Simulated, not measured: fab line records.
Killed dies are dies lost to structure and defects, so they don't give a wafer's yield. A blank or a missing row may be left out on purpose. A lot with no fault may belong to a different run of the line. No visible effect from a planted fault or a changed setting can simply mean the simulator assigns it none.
Which tool did it?    flow n5-finfet    Sampling: 10 lots, 28 wafers, 6 of 1938 route steps

## WHAT THE GAUGES READ, wafer by wafer
N5_BEOL_M15_CD_MEAS_10: the cd target is 360 nm. Usual: cd-nm reads 359.3 nm (standard deviation 1.2).
lot   measured      on         cd-nm (nm)         flag
L179  day 11 03:32  cd-sem-02  361.3 359.7 359.0  
L180  day 11 05:32  cd-sem-01  359.2 358.7 359.0  
L181  day 11 23:42  cd-sem-02  358.6 359.3 358.0  
L189  day 13 16:33  cd-sem-03  354.0 355.0 355.3  OFF
L190  day 14 07:18  cd-sem-02  352.7 352.8 353.5  OFF
L192  day 14 07:42  cd-sem-01  359.5 359.0 358.5  
L193  day 14 09:58  cd-sem-03  359.5 357.1 360.2  
L195  day 15 08:40  cd-sem-03  359.8 359.4        
L197  day 15 19:52  cd-sem-03  358.2 359.3        
L202  day 17 02:46  cd-sem-03  360.1 358.6 359.5  

N5_BEOL_M15_INSPECT_12: inspects for defects (macro). Usual: raw-defect-count reads 2.1 (standard deviation 1.4).
lot   measured      on                 raw-defect-count  flag
L179  day 11 03:35  defect-inspect-01  1 4 3             
L180  day 11 05:36  defect-inspect-02  3 0 4             
L181  day 11 23:46  defect-inspect-01  3 2 3             
L189  day 13 16:37  defect-inspect-02  0 2 3             
L190  day 14 07:22  defect-inspect-01  2 0 2             
L192  day 14 07:45  defect-inspect-02  1 2 3             
L193  day 14 10:01  defect-inspect-01  2 1 1             
L195  day 15 08:44  defect-inspect-01  0 3               
L197  day 15 19:55  defect-inspect-01  4 1               
L202  day 17 02:49  defect-inspect-01  2 2 2             

N5_BEOL_M15_CD_MEAS_17: the cd target is 360 nm. Usual: cd-nm reads 360.3 nm (standard deviation 1.5).
lot   measured      on         cd-nm (nm)         flag
L179  day 11 04:07  cd-sem-01  363.0 360.7 360.6  
L180  day 11 06:08  cd-sem-03  360.4 359.5 360.1  
L181  day 12 00:17  cd-sem-02  359.9 360.4 360.7  
L189  day 13 17:08  cd-sem-03  354.8 355.3 355.6  OFF
L190  day 14 07:53  cd-sem-02  355.1 353.2 356.4  OFF
L192  day 14 08:18  cd-sem-02  360.9 359.6 359.5  
L193  day 14 10:33  cd-sem-03  359.5 359.5 360.6  
L195  day 15 09:31  cd-sem-03  359.3 360.9        
L197  day 15 20:28  cd-sem-03  359.7 358.6        
L202  day 17 03:39  cd-sem-03  359.1 360.0 357.9  

## EACH LOT AND THE TOOL THAT RAN IT (in order: tool; ch and the chambers of the sampled wafers; start)
lot   N5_BEOL_M14_DEGAS_41          N5_BEOL_M14_CMP_49             N5_BEOL_M15_EXPOSE_07
L179  pvd-sputter-02, day 11 01:38  cmp-02 ch 0,1,2, day 11 02:29  krf-scanner-02 ch 0, day 11 03:22
L180  pvd-sputter-02, day 11 03:08  cmp-03 ch 2,3, day 11 04:32    krf-scanner-02 ch 0, day 11 05:22
L181  pvd-sputter-02, day 11 21:33  cmp-03 ch 1,2, day 11 22:42    krf-scanner-02 ch 0, day 11 23:32
L189  pvd-sputter-01, day 13 14:40  cmp-03 ch 0,1,2, day 13 15:33  krf-scanner-02 ch 0, day 13 16:23
L190  pvd-sputter-02, day 14 05:10  cmp-02 ch 1,2, day 14 06:16    krf-scanner-02 ch 0, day 14 07:08
L192  pvd-sputter-02, day 14 05:31  cmp-01 ch 0,3, day 14 06:34    krf-scanner-01 ch 0, day 14 07:32
L193  pvd-sputter-02, day 14 08:04  cmp-01 ch 0,1, day 14 08:55    krf-scanner-01 ch 0, day 14 09:47
L195  pvd-sputter-03, day 15 06:40  cmp-02 ch 1,2, day 15 07:31    krf-scanner-01 ch 0, day 15 08:31
L197  pvd-sputter-03, day 15 17:29  cmp-03 ch 0,2, day 15 18:35    krf-scanner-01 ch 0, day 15 19:41
L202  pvd-sputter-02, day 17 00:44  cmp-02 ch 1,3, day 17 01:38    krf-scanner-01 ch 0, day 17 02:37
- N5_BEOL_M14_DEGAS_41: time 60 s.
- N5_BEOL_M14_CMP_49: polishes, stops on SiO2, t overpolish 5.2 s, target thk 560 nm.
- N5_BEOL_M15_EXPOSE_07: exposes mask V14.

## WHAT THE TOOLS THEMSELVES READ (means of the sampled wafers that have a number; where no wafer has one, the mark that the record gives instead)
N5_BEOL_M14_DEGAS_41. Usual: heater-power-w reads 453 W (standard deviation 42).
lot   tool            heater-power-w (W)  flag
L179  pvd-sputter-02  463                 
L180  pvd-sputter-02  467                 
L181  pvd-sputter-02  464                 
L189  pvd-sputter-01  457                 
L190  pvd-sputter-02  442                 
L192  pvd-sputter-02  452                 
L193  pvd-sputter-02  464                 
L195  pvd-sputter-03  388                 
L197  pvd-sputter-03  402                 
L202  pvd-sputter-02  452                 

N5_BEOL_M14_CMP_49. Usual: barrier-field-endpoint-s 11.3 s, standard deviation 0.31; clearing-platen-rpm 80.00 rpm, standard deviation 0.043; motor-current-A 7.8 A, standard deviation 0.66; overpolish-run-s 5.200 s, standard deviation 0.0086; platen-rpm 80.00 rpm, standard deviation 0.051; time-to-endpoint-s 122 s, standard deviation 4.9.
lot   tool    barrier-field-endpoint-s (s)  clearing-platen-rpm (rpm)  motor-current-A (A)  overpolish-run-s (s)  platen-rpm (rpm)  time-to-endpoint-s (s)  flag
L179  cmp-02  11.4                          80.00                      8.6                  5.206                 79.98             128                     
L180  cmp-03  11.4                          80.02                      8.1                  5.208                 79.96             123                     
L181  cmp-03  11.2                          79.97                      8.4                  5.197                 80.01             119                     
L189  cmp-03  10.8                          80.03                      8.2                  5.202                 80.03             116                     
L190  cmp-02  12.0                          80.05                      8.8                  5.205                 80.04             131                     
L192  cmp-01  11.4                          80.00                      7.3                  5.199                 80.01             122                     
L193  cmp-01  11.3                          79.99                      7.0                  5.201                 79.99             128                     
L195  cmp-02  11.4                          80.00                      8.4                  5.199                 80.04             124                     
L197  cmp-03  10.9                          79.97                      8.1                  5.195                 80.03             118                     
L202  cmp-02  11.4                          80.06                      8.0                  5.202                 79.96             124                     

N5_BEOL_M15_EXPOSE_07. Usual: exposure-dose-mJ-cm2 reads 41.21 (standard deviation 0.037).
lot   tool            exposure-dose-mJ-cm2  flag
L179  krf-scanner-02  41.26                 
L180  krf-scanner-02  41.18                 
L181  krf-scanner-02  41.18                 
L189  krf-scanner-02  39.58                 OFF
L190  krf-scanner-02  40.18                 OFF
L192  krf-scanner-01  41.16                 
L193  krf-scanner-01  41.21                 
L195  krf-scanner-01  41.21                 
L197  krf-scanner-01  41.16                 
L202  krf-scanner-01  41.21                 

## THE ANSWER, worked out from the rows above alone
Rule: a lot is off if the mean of its wafers that have a number lies more than 3 standard deviations from the usual mean. Also off: a lot with no number at a reading for which 4 or more lots have one. The other lots that the step has rows for count as sound. Order of review: gauges by route order, followed by the tools' own readings, for which a lot's mean as printed above is used. The first step at which some lot is off is used, and at that step the reading that is off furthest; a lot without a number counts as furthest.
Off: L189, L190, at N5_BEOL_M15_CD_MEAS_10 (cd-nm).
If a tool, at a process step before that reading, ran all the lots that are off and no sound lot after the first of them, it fits. Not tried: the gauges at N5_BEOL_M15_CD_MEAS_10; whatever is off there is also off at N5_BEOL_M15_EXPOSE_07, on other tools, and gauge error can't account for it. One candidate fits, namely krf-scanner-02 at N5_BEOL_M15_EXPOSE_07. A fault onset in the window from L181 (day 11 23:32, its last sound lot) to L189 (day 13 16:23, its first lot off) fits.
The tool's own readings at N5_BEOL_M15_EXPOSE_07 bear it out: on the lots that are off they differ by more than 5 times the standard deviation of the sound lots' means. exposure-dose-mJ-cm2 reads 39.88 there against 41.20 on the sound lots.

## WHAT THE SIMULATOR HAD PUT IN
Drift in process parameters on krf-scanner-02 at N5_BEOL_M15_EXPOSE_07, starting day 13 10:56. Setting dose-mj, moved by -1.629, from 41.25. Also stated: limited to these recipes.
Shown lots that were struck: L189, L190. Same finding as the rule above.
